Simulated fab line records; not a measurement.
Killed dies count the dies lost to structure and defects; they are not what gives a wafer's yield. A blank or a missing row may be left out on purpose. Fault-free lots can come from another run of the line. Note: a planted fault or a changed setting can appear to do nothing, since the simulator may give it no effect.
Which of the tools did it?    flow nand harc    10 lots, 30 wafers sampled, at 6 steps of a route of 1302

WHAT THE GAUGES SHOWED, per wafer
NHARC_A_CHANNEL_HOLE_D1_INSPECT_40.
lot   measured      on                 raw defect count
L391  day 9 07:48   defect inspect-01  46 36 34
L394  day 10 16:20  defect inspect-01  39 52 37
L395  day 10 22:00  defect inspect-01  113 118 85
L398  day 12 00:13  defect inspect-01  43 43 38
L399  day 12 13:53  defect inspect-01  102 106 83
L405  day 14 18:28  defect inspect-02  818 850 857 810 844 867
L407  day 16 00:05  defect inspect-02  860 848 892 856 835 903
L410  day 17 15:46  defect inspect-02  33 31 54
L413  day 18 00:32  defect inspect-01  33 37 36
L412  day 18 02:28  defect inspect-01  63 59 68

NHARC_END_SORT_01.
lot   measured      on         killed at array  killed at other  killed at periphery  killed dies  killed open  killed short
L398  day 27 13:31  prober-02  74 74 75         0 0 0            4 2 6                78 76 81     3 3 2        0 1 4
L399  day 28 15:27  prober-02  78 84 72         3 0 1            4 1 4                85 85 77     4 2 5        2 2 7
L405  day 30 14:04  prober-01  116 109 109      0 0 0            3 2 2                119 111 111  4 3 4        2 2 0
L407  day 31 09:19  prober-01  118 130 132      0 1 0            3 1 1                121 132 133  1 3 3        2 1 1

EACH LOT AND THE TOOL THAT RAN IT (in order: tool; ch and the chambers of the sampled wafers; start)
lot   NHARC_A_CHANNEL_HOLE_D1_DESCUM_15   NHARC_A_CHANNEL_HOLE_D1_ETCH_24   NHARC_A_CHANNEL_HOLE_D1_ETCH_44     NHARC_A_CHANNEL_HOLE_D1_STRIP_27
L391  rie diel-09 ch 0,1,2, day 9 00:50   har etch-01 ch 0,1, day 9 04:12   rie diel-09 ch 0,1,3, day 9 06:50   rie diel-09 ch 1,2,3, day 9 07:48 or earlier
L394  rie diel-10 ch 0,1,2, day 10 09:23  har etch-01 ch 0,1, day 10 12:46  rie diel-09 ch 1,2, day 10 15:22    rie diel-09 ch 0,1,2, day 10 16:20 or earlier
L395  rie diel-09 ch 1,2,3, day 10 10:49  har etch-02 ch 0, day 10 16:39    rie diel-09 ch 0,3, day 10 21:01    rie diel-09 ch 1,2,3, day 10 22:00 or earlier
L398  rie diel-07 ch 0,2,3, day 11 17:19  har etch-01 ch 0,1, day 11 20:39  rie diel-09 ch 0,1,2, day 11 23:14  rie diel-09 ch 0,2,3, day 12 00:13 or earlier
L399  rie diel-09 ch 2,3, day 12 07:00    har etch-02 ch 0,1, day 12 10:26  rie diel-09 ch 2,3, day 12 12:54    rie diel-09 ch 1,2,3, day 12 13:53 or earlier
L405  rie diel-07 ch 0,1,3, day 14 11:16  har etch-01 ch 0,1, day 14 14:44  rie diel-10 ch 1,2,3, day 14 17:29  rie diel-10 ch 0,1,3, day 14 18:28 or earlier
L407  rie diel-09 ch 1,2, day 15 16:19    har etch-01 ch 0,1, day 15 20:38  rie diel-09 ch 0,1,3, day 15 23:07  rie diel-09 ch 0,1,3, day 16 00:05 or earlier
L410  rie diel-09 ch 2,3, day 17 03:04    har etch-02 ch 0,1, day 17 12:14  rie diel-09 ch 1,2,3, day 17 14:47  rie diel-09 ch 0,3, day 17 15:46 or earlier
L413  rie diel-09 ch 0,1, day 17 17:39    har etch-02 ch 0, day 17 21:05    rie diel-09 ch 0,1,3, day 17 23:34  rie diel-09 ch 0,1,3, day 18 00:32 or earlier
L412  rie diel-07 ch 0,2,3, day 17 18:28  har etch-01 ch 1, day 17 22:54    rie diel-09 ch 0,1,3, day 18 01:29  rie diel-09 ch 0,2, day 18 02:28 or earlier
- NHARC_A_CHANNEL_HOLE_D1_DESCUM_15: chemistry O2, time 3 s.
- NHARC_A_CHANNEL_HOLE_D1_ETCH_24: etches the open film in C4F8/O2/Ar, time 906.2 s, target depth 1500 nm.
- NHARC_A_CHANNEL_HOLE_D1_ETCH_44: etches the open film in CF4/O2, target depth 140 nm, overetch 14 nm, time 77 s.
- NHARC_A_CHANNEL_HOLE_D1_STRIP_27: strips in O2.

AS READ BY THE TOOLS THEMSELVES (means over the sampled wafers that have a number; for cases with no such wafer, the mark the record gives instead)
NHARC_A_CHANNEL_HOLE_D1_DESCUM_15.
lot   tool         drypump motor current A (A)  oes product au (a.u.)  rf vpp V (V)  showerhead plenum p Torr (Torr)  throttle valve pct (%)
L391  rie diel-09  5.5                          1.004                  57.3          1.95                             11.307
L394  rie diel-10  6.0                          0.991                  57.6          1.85                             11.308
L395  rie diel-09  5.7                          0.999                  57.2          1.93                             11.303
L398  rie diel-07  6.0                          1.001                  57.6          1.88                             11.303
L399  rie diel-09  5.4                          1.003                  58.1          2.00                             11.311
L405  rie diel-07  6.0                          0.998                  57.8          1.92                             11.316
L407  rie diel-09  5.8                          1.010                  57.8          1.85                             11.307
L410  rie diel-09  5.7                          1.018                  57.9          1.99                             11.312
L413  rie diel-09  5.6                          1.002                  57.2          1.96                             11.309
L412  rie diel-07  5.9                          0.999                  57.3          1.86                             11.316

NHARC_A_CHANNEL_HOLE_D1_ETCH_24.
lot   tool         drypump motor current A (A)  showerhead plenum p Torr (Torr)  throttle valve pct (%)
L391  har etch-01  5.78                         3.57                             32.241
L394  har etch-01  5.77                         3.56                             32.226
L395  har etch-02  5.70                         3.59                             32.245
L398  har etch-01  5.93                         3.52                             32.241
L399  har etch-02  5.80                         3.51                             32.225
L405  har etch-01  5.78                         3.53                             32.237
L407  har etch-01  5.91                         3.49                             32.231
L410  har etch-02  5.90                         3.92                             32.233
L413  har etch-02  5.69                         3.92                             32.241
L412  har etch-01  5.64                         3.52                             32.236

NHARC_A_CHANNEL_HOLE_D1_ETCH_44.
lot   tool         drypump motor current A (A)  oes product au (a.u.)  rf fwd power W (W)  rf vpp V (V)  showerhead plenum p Torr (Torr)  throttle valve pct (%)
L391  rie diel-09  5.8                          1.020                  297.8               198.2         1.36                             13.397
L394  rie diel-09  5.4                          1.001                  297.8               197.6         1.34                             13.392
L395  rie diel-09  5.6                          1.013                  296.2               198.8         1.42                             13.400
L398  rie diel-09  5.5                          1.012                  298.6               198.4         1.36                             13.400
L399  rie diel-09  5.7                          1.013                  298.1               199.9         1.39                             13.397
L405  rie diel-10  5.8                          0.996                  297.1               197.4         1.36                             13.395
L407  rie diel-09  5.8                          1.010                  297.8               198.1         1.35                             13.411
L410  rie diel-09  5.7                          1.016                  298.7               198.5         1.34                             13.392
L413  rie diel-09  5.8                          1.014                  297.8               198.0         1.35                             13.408
L412  rie diel-09  5.8                          1.005                  298.1               198.0         1.35                             13.386

NHARC_A_CHANNEL_HOLE_D1_STRIP_27.
lot   tool         drypump motor current A (A)  oes product au (a.u.)  rf vpp V (V)  showerhead plenum p Torr (Torr)  throttle valve pct (%)
L391  rie diel-09  5.7                          1.018                  57.6          3.55                             17.034
L394  rie diel-09  5.5                          1.011                  58.2          3.58                             17.032
L395  rie diel-09  5.7                          1.011                  58.0          3.55                             17.042
L398  rie diel-09  5.5                          1.011                  59.0          3.70                             17.040
L399  rie diel-09  5.7                          1.017                  57.4          3.55                             17.035
L405  rie diel-10  5.6                          0.991                  58.0          3.51                             17.033
L407  rie diel-09  5.9                          1.008                  57.3          3.58                             17.028
L410  rie diel-09  5.8                          1.016                  58.7          3.70                             17.047
L413  rie diel-09  5.8                          1.012                  57.6          3.57                             17.032
L412  rie diel-09  5.2                          1.009                  58.4          3.70                             17.040

THE ANSWER, worked out from the rows above alone
Rule: what is usual is taken from the lots themselves. Put in order of their means at a reading, lots are off if they are a third of the lots or fewer, leave a main group of 4 or more, and stand apart from it by a gap of 3 or more times the standard deviation of the main group's means; of several such gaps the widest counts. A main group is skipped when, at the precision printed for the reading in the tables above, its means are all equal. Also off: a lot with no number at a reading for which 4 or more lots have one. Where the step has rows for the other lots, those lots are counted as sound. Order of review: gauges by route order, followed by the tools' own readings, for which a lot's mean as printed above is used. The first step at which some lot is off is used, and at that step the reading that is off furthest; a lot without a number counts as furthest.
Off at NHARC_A_CHANNEL_HOLE_D1_INSPECT_40 (raw defect count): L405, L407. For the main group the mean is 58 and the standard deviation 26.
A tool fits if, at a process step before that reading, it ran every lot that is off, and no sound lot after the first of them. Gauges at NHARC_A_CHANNEL_HOLE_D1_INSPECT_40: tried the same way as those tools. With no start given for some of its lots, NHARC_A_CHANNEL_HOLE_D1_STRIP_27 uses the hours and lot order of NHARC_A_CHANNEL_HOLE_D1_INSPECT_40. None of those tried fits.

WHAT THE SIMULATOR HAD INSERTED
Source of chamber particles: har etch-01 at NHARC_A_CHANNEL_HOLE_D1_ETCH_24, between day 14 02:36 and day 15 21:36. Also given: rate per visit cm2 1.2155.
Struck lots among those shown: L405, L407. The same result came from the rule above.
